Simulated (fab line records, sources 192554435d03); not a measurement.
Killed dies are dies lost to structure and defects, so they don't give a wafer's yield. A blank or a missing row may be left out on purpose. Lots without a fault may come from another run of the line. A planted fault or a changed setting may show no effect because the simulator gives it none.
A struck lot beside a sound one | flow n5_finfet | 16 steps out of a route of 1938
Sound: wafers L815.1, L815.3, L815.6. Struck: wafers L814.1, L814.5. (L814.3 of the same lot was not struck and is left out.) The cause comes at the end.
At each step with rows: each side's tool, then ch and its chambers, then its first start. Under that, the readings that differ: sound wafers | struck wafers | difference of the means | sigmas: that difference in standard deviations of wafers without a fault.
alike: readings whose means differ by less than 2 such deviations, and words and numbers that are the same on both sides. not compared: withheld readings, readings that some wafer has no value for, bounds like >300 that may hide the same value, and numbers for which the record gives no deviation and whose values overlap.
The two part at a step that has a row with sigmas, a row that says differs or no value, or rows on one side only. Numbers that don't overlap but have no deviation are shown without sigmas and don't part them. A reading that every wafer of one side lacks parts them only if that side has two wafers or more.

N5_GATE_CUT_CUT_ETCH_54: etches TiN in Cl2/BCl3, target depth 96.7 nm.
  sound on rie_metal-01 ch 0,1, day 8 23:32; struck on rie_metal-02 ch 1, day 8 19:20
  alike: drypump_motor_current_A, etch_rf_on_time_s, he_backside_leak_sccm, mfc_cl2_sccm, oes_product_au, rf_fwd_power_W, throttle_valve_pct
  not compared: rf_hours_counter_h
then, 1 step without rows for these wafers: N5_GATE_CUT_CUT_ETCH_55 (etches HfO2 in BCl3, target depth 3.2 nm).
N5_GATE_CUT_ETCH_47: etches SiO2 in Cl2/BCl3, target depth 10 nm.
  sound on rie_metal-01 ch 0,1, day 8 23:37; struck on rie_metal-02 ch 1, day 8 19:25
  alike: drypump_motor_current_A, he_backside_leak_sccm, mfc_cl2_sccm, oes_product_au, rf_fwd_power_W, throttle_valve_pct
  not compared: rf_hours_counter_h
then, 2 steps without rows for these wafers: N5_GATE_CUT_VAPOR_ETCH_48 (etches TiN in BCl3/Cl2); N5_GATE_CUT_VAPOR_ETCH_49 (etches TiAlC in BCl3/Cl2).
N5_GATE_CUT_VAPOR_ETCH_51: etches HfO2 in BCl3/Cl2.
  sound on rie_metal-01 ch 0,1, day 8 23:43; struck on rie_metal-02 ch 1, day 8 19:31
  alike: drypump_motor_current_A, he_backside_leak_sccm, oes_product_au
then, 3 steps without rows for these wafers: N5_GATE_CUT_STRIP_21 (strips in N2/H2, time 30 s); N5_GATE_CUT_STRIP_29 (strips in post etch residue remover, time 60 s); N5_GATE_CUT_SRD_52 (time 30 s).
N5_GATE_CUT_ALD_22: deposits SiNx, target thk 16 nm, pulse time 1 s, ald cycles 320.
  sound on ald_sin-01 ch 1,3, day 8 23:55; struck on ald_sin-04 ch 0,3, day 8 19:43
  alike: heater_power_w, precursor_pulse_height_rel
  not compared: since_wet_clean_h
N5_GATE_CUT_CMP_23: polishes, stops on SiO2, t overpolish 23.4 s, target thk 16 nm.
  sound on cmp-02 ch 1,2,3, day 9 01:29; struck on cmp-01 ch 1,2, day 8 21:15
  reading                | sound          | struck    | difference | sigmas
  time_to_endpoint_s (s) | 21.5 22.1 23.3 | 13.0 17.7 | -7.0       | -3
  alike: motor_current_A, overpolish_run_s, platen_rpm
N5_GATE_CUT_THK_MEAS_24:
  sound on film_metro-02, day 9 01:43; struck on film_metro-01, day 8 21:31
  alike: GC_FILL_THK
N5_GATE_CUT_CMP_43: polishes SiO2.
  sound on cmp-03 ch 1,2,3, day 9 01:54; struck on cmp-02 ch 1,3, day 8 21:32
  reading                                   | sound       | struck | difference | sigmas
  model.SiNx_of_GATE_CUT_ALD_22.thk_nm (nm) | 4.2 6.4 2.6 | 10.6 9 | +5.4       |
  alike: motor_current_A
then, 1 step without rows for these wafers: N5_GATE_CUT_CMP_61 (polishes, stops on SiNx, t overpolish 3 s).
-- the record jumps here: 4 days lie between the struck wafers' starts before and after (it left off in module GATE_CUT and takes up again in module BEOL_M4, whose first step shown is number 1111 of the route) --
N5_BEOL_M4_RC_MEAS_101:
  sound on prober-02 ch 0, day 12 10:08; struck on prober-01 ch 0, day 12 16:10
  alike: DIBL_N, DIBL_P, IOFF_N, IOFF_P, ION_N, ION_P, SS_N, SS_P, VT_N, VT_P
-- the record jumps here: 5 days lie between the struck wafers' starts before and after (it left off in module BEOL_M4 and takes up again in module PASSIVATION, whose first step shown is number 1936 of the route) --
N5_PASSIVATION_PROBE_49:
  sound on prober-02, day 17 11:29; struck on prober-01, day 17 15:35
  reading             | sound    | struck | difference | sigmas
  killed_at_M0_to_M3  | 33 13 21 | 62 27  | +22        | +2
  killed_at_front_end | 59 51 56 | 31 26  | -27        | -2
  alike: defect_limited_yield, killed_at_M4_up, killed_at_contacts, killed_at_other, killed_dies, killed_open, killed_short, sort_bin_4_leakage, sort_bin_5_function, sort_bin_6_memory, sort_bin_8_speed, sort_n_pass, sort_yield_pct

WHERE THEY PART
First at N5_GATE_CUT_CMP_23; last, within this record, at N5_PASSIVATION_PROBE_49.

WHY: what the simulator had put in
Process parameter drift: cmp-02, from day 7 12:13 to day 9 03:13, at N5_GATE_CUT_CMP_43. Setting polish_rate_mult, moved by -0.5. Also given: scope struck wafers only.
